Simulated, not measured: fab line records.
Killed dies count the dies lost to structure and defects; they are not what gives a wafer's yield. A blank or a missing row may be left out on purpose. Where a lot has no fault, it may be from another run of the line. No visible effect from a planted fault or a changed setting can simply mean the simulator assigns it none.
Which tool is to blame? + flow nandHarc + 33 wafers from 11 lots sampled at 3 of the route's 1302 steps

== WHAT THE GAUGES SHOWED, per wafer ==
NHARC_P_GATE_INSPECT_28.
| lot  | measured     | on               | rawDefectCount |
|------|--------------|------------------|----------------|
| L320 | day 5 06:45  | defectInspect-02 | 7 10 4         |
| L323 | day 6 10:30  | defectInspect-01 | 4 4 1          |
| L329 | day 8 18:13  | defectInspect-02 | 924 899 920    |
| L330 | day 9 03:14  | defectInspect-01 | 912 863 895    |
| L335 | day 11 08:33 | defectInspect-01 | 7 8 4          |
| L338 | day 12 13:13 | defectInspect-02 | 8 8 4          |
| L339 | day 12 23:42 | defectInspect-01 | 2 3 6          |
| L341 | day 13 16:46 | defectInspect-02 | 14 16 4        |
| L340 | day 13 17:06 | defectInspect-01 | 7 7 7          |
| L342 | day 14 01:37 | defectInspect-02 | 11 9 14        |
| L343 | day 14 11:38 | defectInspect-02 | 4 3 4          |

== EACH LOT AND THE TOOL THAT RAN IT (in order: tool; ch and the chambers of the sampled wafers; start) ==
| lot  | NHARC_P_GATE_DESCUM_13            | NHARC_P_GATE_ETCH_14               |
|------|-----------------------------------|------------------------------------|
| L320 | rieDiel-08 ch 0,2,3, day 4 15:11  | wetBench-06 ch 0,5,6, day 4 15:19  |
| L323 | rieDiel-08 ch 0,2,3, day 5 16:15  | wetBench-06 ch 0,1,5, day 5 16:24  |
| L329 | rieDiel-06 ch 1,2,3, day 8 02:31  | wetBench-06 ch 0,1,3, day 8 02:38  |
| L330 | rieDiel-13 ch 0,2,3, day 8 10:05  | wetBench-06 ch 0,4,7, day 8 10:13  |
| L335 | rieDiel-08 ch 1,2,3, day 10 14:17 | wetBench-05 ch 1,2,4, day 10 14:23 |
| L338 | rieDiel-08 ch 2,3, day 11 22:20   | wetBench-04 ch 0,1,2, day 11 22:29 |
| L339 | rieDiel-13 ch 0,1,2, day 12 08:49 | wetBench-04 ch 0,2,3, day 12 08:58 |
| L341 | rieDiel-13 ch 0,1,2, day 12 22:02 | wetBench-06 ch 1,2,5, day 12 22:11 |
| L340 | rieDiel-13 ch 0,1,2, day 12 22:13 | wetBench-04 ch 4,6,7, day 12 22:20 |
| L342 | rieDiel-13 ch 1,2,3, day 13 11:46 | wetBench-05 ch 4,5,7, day 13 11:54 |
| L343 | rieDiel-13 ch 1,2, day 13 21:24   | wetBench-05 ch 1,2,6, day 13 21:32 |
- NHARC_P_GATE_DESCUM_13: chemistry O2, time 3 s.
- NHARC_P_GATE_ETCH_14: etches SiO2 in dHF, target depth 48.8 nm.

== THE ANSWER, worked out from the rows above alone ==
Rule: the lots themselves supply what counts as usual. Put in order of their means at a reading, lots are off if they are a third of the lots or fewer, leave a main group of 4 or more, and stand apart from it by a gap of 3 or more times the standard deviation of the main group's means; of several such gaps the widest counts. A main group is skipped when, at the precision printed for the reading in the tables above, its means are all equal. A lot without any number at a reading at which 4 lots or more have one is off too. The other lots that the step has rows for count as sound.
Off: L329, L330 (NHARC_P_GATE_INSPECT_28, rawDefectCount). For the main group the mean is 7 and the standard deviation 2.9.
A tool fits if, at a process step before that reading, it ran every lot that is off, and no sound lot after the first of them. Those tools and the gauges at NHARC_P_GATE_INSPECT_28 are tried in the same way. Of those tried, none fits.

== WHAT THE SIMULATOR PUT IN ==
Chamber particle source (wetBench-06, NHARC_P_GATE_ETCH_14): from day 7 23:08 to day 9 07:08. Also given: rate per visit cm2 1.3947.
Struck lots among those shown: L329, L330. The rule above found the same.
